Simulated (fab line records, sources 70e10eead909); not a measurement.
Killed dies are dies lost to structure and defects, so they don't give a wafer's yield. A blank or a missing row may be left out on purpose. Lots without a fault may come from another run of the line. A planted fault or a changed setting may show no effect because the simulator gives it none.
Problem report in the 8D (eight disciplines) form, filled by code | flow nand_harc | the parts of the form that need people (team, actions taken, sign-off) are left out

1. THE PROBLEM
killed_at_array at NHARC_END_SORT_01 reads a mean of 670 on 6 wafers of 2 lots; wafers without a fault read 51 with a standard deviation of 18. That is +34 standard deviations from the usual mean.
First seen on wafer L531.2, day 29 11:43, on prober-01. The record holds 6 wafers of 2 lots with a number at this step. Rule for "out", or "out of limits": more than 4 standard deviations from the usual mean. The other wafers with a number count as sound.

2. WHAT IT IS AND WHAT IT IS NOT
question                    | is                           | is not
which readings at this step | killed_at_array, killed_dies | killed_at_other, killed_open, killed_short
which lots                  | L531, L533                   | -
which wafers of those lots  | all that have a number       | -
read on which gauges        | prober-01                    | -
when                        | from day 29 11:43            | up to then (0 sound wafers)

3. SUSPECTS, AND WHAT RULES EACH OUT
Counting: a tool at a process step up to the reading stays a suspect if it ran every lot that is out and no sound lot after the first of them.
- the gauge at NHARC_END_SORT_01: kept. All the wafers that are out were read on prober-01, and no step on other tools shows them out.
- rie_diel-09 at NHARC_A_STAIRCASE_TRIM_12 (chemistry O2, time 211.2 s): kept. It ran every lot that is out, first L531 (day 20 17:35), and no sound lot after that.
- rie_diel-09 at NHARC_A_STAIRCASE_ETCH_15 (etches the open film in C4F8/O2, target depth 100 nm, time 40.5 s): kept. It ran every lot that is out, first L531 (day 20 19:35), and no sound lot after that. NHARC_A_STAIRCASE_ETCH_15 gives no start for some lots, so the hours and the order of its lots are those of NHARC_A_STAIRCASE_ETCH_23.
- rie_diel-09 at NHARC_A_STAIRCASE_TRIM_22 (chemistry O2, time 211.2 s): kept. It ran every lot that is out, first L531 (day 20 19:35), and no sound lot after that. NHARC_A_STAIRCASE_TRIM_22 gives no start for some lots, so the hours and the order of its lots are those of NHARC_A_STAIRCASE_ETCH_23.
- rie_diel-09 at NHARC_A_STAIRCASE_ETCH_23 (etches the open film in C4F8/O2, target depth 100 nm, time 40.5 s): kept. It ran every lot that is out, first L531 (day 20 19:35), and no sound lot after that.
Left after counting: rie_diel-09 at NHARC_A_STAIRCASE_TRIM_12, rie_diel-09 at NHARC_A_STAIRCASE_ETCH_15, rie_diel-09 at NHARC_A_STAIRCASE_TRIM_22, rie_diel-09 at NHARC_A_STAIRCASE_ETCH_23, prober-01 at NHARC_END_SORT_01.

4. THE CAUSE (what the simulator had put in)
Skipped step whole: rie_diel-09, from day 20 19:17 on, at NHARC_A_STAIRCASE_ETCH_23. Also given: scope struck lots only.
Counting left 5 suspects, and this tool is among them.

5. THE CHAIN OF EFFECTS, in route order
Each row: a reading whose mean over the struck wafers that have a number lies more than 3 standard deviations from the usual. Only readings for which the record gives a usual standard deviation are gone through. hours: the time from each lot's start at the first step in this table that gives one to its start at this step, as a median over the lots. sigmas: the change in usual standard deviations.
hours | step              | reading         | usual | on struck wafers | change | sigmas
0     | NHARC_END_SORT_01 | killed_at_array | 51    | 670              | +620   | +34
0     | NHARC_END_SORT_01 | killed_dies     | 55    | 677              | +622   | +33
Readings that are blank on the struck wafers while sound wafers have them: bias_w at NHARC_A_STAIRCASE_ETCH_23; chamber_pressure_mTorr at NHARC_A_STAIRCASE_ETCH_23; oes_product_au at NHARC_A_STAIRCASE_ETCH_23; rf_vpp_V at NHARC_A_STAIRCASE_ETCH_23.

6. WHAT WOULD HAVE CAUGHT IT SOONER
In this record the first reading out of limits at a measuring or inspecting step was taken at day 29 11:43, 208 hours after the fault began at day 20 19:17.
At NHARC_A_STAIRCASE_ETCH_23 the tool's readings are blank on the struck wafers, where sound wafers have them: an empty tool record is the first sign, and it was there at once.
All the lots that are out (2) had begun NHARC_A_STAIRCASE_ETCH_23 on rie_diel-09 by day 29 11:43. A hold on the tool at that time would have spared none of them.
